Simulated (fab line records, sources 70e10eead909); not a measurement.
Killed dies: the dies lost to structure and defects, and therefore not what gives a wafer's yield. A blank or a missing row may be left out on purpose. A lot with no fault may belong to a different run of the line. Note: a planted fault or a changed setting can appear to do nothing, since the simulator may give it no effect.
A lot that was struck, set against a sound lot | flow nandHarc | 21 out of 1302 route steps
Sound: wafers L842.2, L842.5, L842.6. Struck: wafers L838.2, L838.3, L838.5. The cause is named last.
Order at every step that has rows: each side's tool, ch and its chambers, its first start. Under that, the readings that differ: sound wafers | struck wafers | difference of the means | sigmas: that difference in standard deviations of wafers without a fault.
alike: same words and numbers on both sides, and readings whose means sit less than 2 such deviations apart. not compared: any withheld reading, any reading some wafer has no value for, any bound like >300 that may hide the same value, and any number with overlapping values for which the record gives no deviation.
A row with sigmas, a row that says differs or no value, or rows on one side alone: a step with any of these is where the two part. Non-overlapping numbers with no deviation appear without sigmas and do not part them. Lack of a reading on every wafer of one side parts them only where that side has two or more wafers.

first, 1 step without rows for these wafers: NHARC_A_CHANNEL_HOLE_D1_ETCH_19 (etches the open film in C4F8/O2/Ar, time 34.5 s).
NHARC_A_CHANNEL_HOLE_D1_ETCH_20: etches the open film in C4F8/O2/Ar, time 361.9 s, target depth 1600 nm.
  sound on harEtch-01 ch 0,1, day 13 18:28; struck on harEtch-02 ch 1, day 12 03:09
  alike: drypumpMotorCurrentA, heBacksideLeakSccm, o2FlowSccm, showerheadPlenumPTorr, throttleValvePct
  not compared: rfHoursCounterH
NHARC_A_CHANNEL_HOLE_D1_ETCH_21: etches the open film in C4F8/O2/Ar, time 514.3 s, target depth 1600 nm.
  sound on harEtch-01 ch 0,1, day 13 18:47; struck on harEtch-02 ch 1, day 12 03:29
  alike: drypumpMotorCurrentA, heBacksideLeakSccm, o2FlowSccm, showerheadPlenumPTorr, throttleValvePct
  not compared: rfHoursCounterH
then, 2 steps without rows for these wafers: NHARC_A_CHANNEL_HOLE_D1_ETCH_22 (etches the open film in C4F8/O2/Ar, time 666.7 s, target depth 1600 nm); NHARC_A_CHANNEL_HOLE_D1_ETCH_23 (etches the open film in C4F8/O2/Ar, time 819 s, target depth 1600 nm).
NHARC_A_CHANNEL_HOLE_D1_ETCH_24: etches the open film in C4F8/O2/Ar, time 906.2 s, target depth 1500 nm.
  sound on harEtch-01 ch 0,1, day 13 20:28; struck on harEtch-02 ch 1, day 12 05:15
  alike: drypumpMotorCurrentA, heBacksideLeakSccm, o2FlowSccm, showerheadPlenumPTorr, throttleValvePct
  not compared: rfHoursCounterH
then, 2 steps without rows for these wafers: NHARC_A_CHANNEL_HOLE_D1_ETCH_25 (etches the open film in C4F8/O2/Ar, time 1040.2 s, target depth 1500 nm); NHARC_A_CHANNEL_HOLE_D1_ETCH_26 (etches the open film in C4F8/O2/Ar, time 224.1 s, target depth 300 nm).
NHARC_A_CHANNEL_HOLE_D1_ETCH_33: etches the open film in C4F8/O2/Ar, time 90 s, target depth 400 nm.
  sound on harEtch-01 ch 0,1, day 13 22:19; struck on harEtch-02 ch 1, day 12 06:59
  alike: drypumpMotorCurrentA, heBacksideLeakSccm, o2FlowSccm, showerheadPlenumPTorr, throttleValvePct
  not compared: rfHoursCounterH
then, 3 steps without rows for these wafers: NHARC_A_CHANNEL_HOLE_D1_STRIP_41 (strips in N2/H2); NHARC_A_CHANNEL_HOLE_D1_STRIP_42 (strips in CF4/CHF3); NHARC_A_CHANNEL_HOLE_D1_STRIP_43 (strips in O2/COS).
NHARC_A_CHANNEL_HOLE_D1_ETCH_44: etches the open film in CF4/O2, target depth 140 nm, overetch 14 nm, time 77 s.
  sound on rieDiel-07 ch 1,2,3, day 13 23:07; struck on rieDiel-01 ch 0,2,3, day 12 07:42
  alike: drypumpMotorCurrentA, o2FlowSccm, oes_f_703_au, oesProductAu, rfVppV, showerheadPlenumPTorr, throttleValvePct
  not compared: rfHoursCounterH
then, 3 steps without rows for these wafers: NHARC_A_CHANNEL_HOLE_D1_STRIP_27 (strips in O2); NHARC_A_CHANNEL_HOLE_D1_PRECLEAN_28 (cleans in SC1); NHARC_A_CHANNEL_HOLE_D1_SRD_29.
NHARC_A_CHANNEL_HOLE_D1_CD_MEAS_30:
  sound: cdSem-03 at day 13 23:58; struck: cdSem-01 at day 12 08:30
  alike: cdNm
NHARC_A_CHANNEL_HOLE_D1_XSEM_31:
  sound on xsem-02 ch 0, day 14 00:04; struck on xsem-01 ch 0, day 12 08:35
  alike: botCdNm, bowNm, tiltDeg
NHARC_A_CHANNEL_HOLE_D1_INSPECT_40:
  sound: defectInspect-01 at day 14 00:09; struck: defectInspect-01 at day 12 08:41
reading        | sound    | struck         | difference | sigmas
rawDefectCount | 61 51 48 | 1517 1501 1471 | +1443      | +66
then, 1 step without rows for these wafers: NHARC_A_CHANNEL_FILL_D1_PRECLEAN_00 (cleans in SC1).
-- break in the record here, with 15 days between the starts of the struck wafers on either side (left off in module A_CHANNEL_FILL_D1, picked up again in module END, where the first step shown is number 1302 on the route) --
NHARC_END_SORT_01:
  sound on prober-02 ch 0, day 30 11:23; struck on prober-02 ch 0, day 27 17:51
reading       | sound | struck      | difference | sigmas
killedAtArray | 63    | 107 152 122 | +64        | +4
killedDies    | 74    | 113 156 126 | +58        | +4
killedOpen    | 7     | 0 4 3       | -5         | -2
killedShort   | 6     | 1 1 1       | -5         | -3
  alike: killedAtOther, killedAtPeriphery

WHERE THEY PART
At NHARC_A_CHANNEL_HOLE_D1_INSPECT_40 first; at NHARC_END_SORT_01 last (within this record only).

WHY: what the simulator had put in
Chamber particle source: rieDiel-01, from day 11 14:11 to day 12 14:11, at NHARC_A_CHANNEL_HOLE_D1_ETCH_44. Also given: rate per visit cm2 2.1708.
